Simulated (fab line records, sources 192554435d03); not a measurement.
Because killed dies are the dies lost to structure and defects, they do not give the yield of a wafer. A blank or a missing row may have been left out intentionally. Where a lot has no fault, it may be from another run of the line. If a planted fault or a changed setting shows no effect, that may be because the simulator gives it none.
Matching of chambers :: flow n5 finfet :: N5_BEOL_M2_ALD_84 on ald metal-04 has 4 sister chambers
The step deposits TaN, pulse time 2 s, purge time 3 s, co reactant purge time 2 s. 8 wafers are shown with their chamber, then 10 later ones without.

== WAFERS WITH THEIR CHAMBER ==
wafer: L076.6
chamber: 0
heater power w (W): 447
chamber pressure Torr (Torr): 2.998

wafer: L078.4
chamber: 1
heater power w (W): 369
chamber pressure Torr (Torr): 2.998

wafer: L081.4
chamber: 1
heater power w (W): 366
chamber pressure Torr (Torr): 2.999

wafer: L081.5
chamber: 2
heater power w (W): 389
chamber pressure Torr (Torr): 3.007

wafer: L083.3
chamber: 2
heater power w (W): 390
chamber pressure Torr (Torr): 2.987

wafer: L083.4
chamber: 0
heater power w (W): 442
chamber pressure Torr (Torr): 2.997

wafer: L087.1
chamber: 3
heater power w (W): 473
chamber pressure Torr (Torr): 2.999

wafer: L087.5
chamber: 3
heater power w (W): 473
chamber pressure Torr (Torr): 2.998

== WAFERS WITHOUT THEIR CHAMBER ==
wafer: L087.6
heater power w (W): 451
chamber pressure Torr (Torr): 2.999

wafer: L088.4
heater power w (W): 439
chamber pressure Torr (Torr): 2.998

wafer: L088.5
heater power w (W): 470
chamber pressure Torr (Torr): 2.997

wafer: L088.6
heater power w (W): 391
chamber pressure Torr (Torr): 3.015

wafer: L090.2
heater power w (W): 450
chamber pressure Torr (Torr): 3.003

wafer: L090.3
heater power w (W): 445
chamber pressure Torr (Torr): 3.005

wafer: L090.5
heater power w (W): 477
chamber pressure Torr (Torr): 2.993

wafer: L093.2
heater power w (W): 370
chamber pressure Torr (Torr): 3.008

wafer: L093.3
heater power w (W): 379
chamber pressure Torr (Torr): 3.000

wafer: L093.6
heater power w (W): 378
chamber pressure Torr (Torr): 3.015

== THE CHAMBER EACH PASSED THROUGH ==
wafer: L087.6
from the rows above: 0
in truth: 0

wafer: L088.4
from the rows above: 0
in truth: 0

wafer: L088.5
from the rows above: 3
in truth: 3

wafer: L088.6
from the rows above: 2
in truth: 2

wafer: L090.2
from the rows above: 0
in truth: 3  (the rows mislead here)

wafer: L090.3
from the rows above: 0
in truth: 0

wafer: L090.5
from the rows above: 3
in truth: 3

wafer: L093.2
from the rows above: 1
in truth: 1

wafer: L093.3
from the rows above: can't be placed: 2 or 1
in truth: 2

wafer: L093.6
from the rows above: can't be placed: 1 or 2
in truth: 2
7 of 10 placed correctly. From these rows, 2 cannot be placed; in 2 the true chamber is one of the candidates. Number placed wrongly: 1.
How it was worked out, from the rows above alone: a wafer's distance from a chamber is the root of the sum, over the readings, of the square of ((its reading less the chamber's mean) divided by the reading's scatter). The wafer belongs to the nearest chamber; if the next one is less than 2 further off, it can't be placed. A chamber's mean is the mean of its shown wafers. The scatter: the root of (the sum of the squares of (reading less its chamber's mean) over the shown wafers, divided by (wafers less chambers)).
